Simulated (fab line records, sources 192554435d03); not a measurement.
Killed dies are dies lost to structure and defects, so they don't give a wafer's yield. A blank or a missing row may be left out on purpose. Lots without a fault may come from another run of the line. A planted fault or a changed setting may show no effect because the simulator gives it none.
Chamber matching | flow n5_finfet | N5_BEOL_M1_ILD_DEP_00 on pecvd-02: 3 sister chambers
The step deposits SiOC from DEMS/O2, target thk 79 nm, time 15.3 s. 3 wafers are shown with their chamber, then 12 later ones without.

WAFERS WITH THEIR CHAMBER
wafer  | chamber | heater_power_w (W)
L091.2 | 2       | 588
L091.3 | 0       | 428
L091.6 | 1       | 475

WAFERS WITHOUT THEIR CHAMBER
wafer  | heater_power_w (W)
L093.1 | 434
L093.3 | 592
L093.6 | 533
L094.1 | 375
L094.2 | 598
L094.3 | 466
L094.4 | 488
L094.5 | 597
L094.6 | 383
L095.1 | 515
L095.3 | 447
L095.4 | 451

WHICH CHAMBER EACH WENT THROUGH
wafer  | from the rows above          | in truth
L093.1 | can't be placed: 0 or 1      | 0
L093.3 | 2                            | 2
L093.6 | can't be placed: 2 or 1 or 0 | 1
L094.1 | can't be placed: 0 or 1      | 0
L094.2 | 2                            | 2
L094.3 | can't be placed: 1 or 0      | 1
L094.4 | can't be placed: 1 or 0      | 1
L094.5 | 2                            | 2
L094.6 | can't be placed: 0 or 1      | 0
L095.1 | can't be placed: 1 or 2 or 0 | 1
L095.3 | can't be placed: 0 or 1      | 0
L095.4 | can't be placed: 0 or 1      | 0
Placed correctly: 3 of 12. Can't be placed from these rows: 9 (the true chamber is among the candidates in 9). Placed wrongly: 0.
How it was worked out, from the rows above alone: a wafer's distance from a chamber is the root of the sum, over the readings, of the square of ((its reading less the chamber's mean) divided by the reading's scatter). The wafer belongs to the nearest chamber; if the next one is less than 2 further off, it can't be placed. A chamber's mean is the mean of its shown wafers. The scatter: with one shown wafer a chamber, the root of the mean of the squares of how far each hidden wafer lies from its nearest shown one.
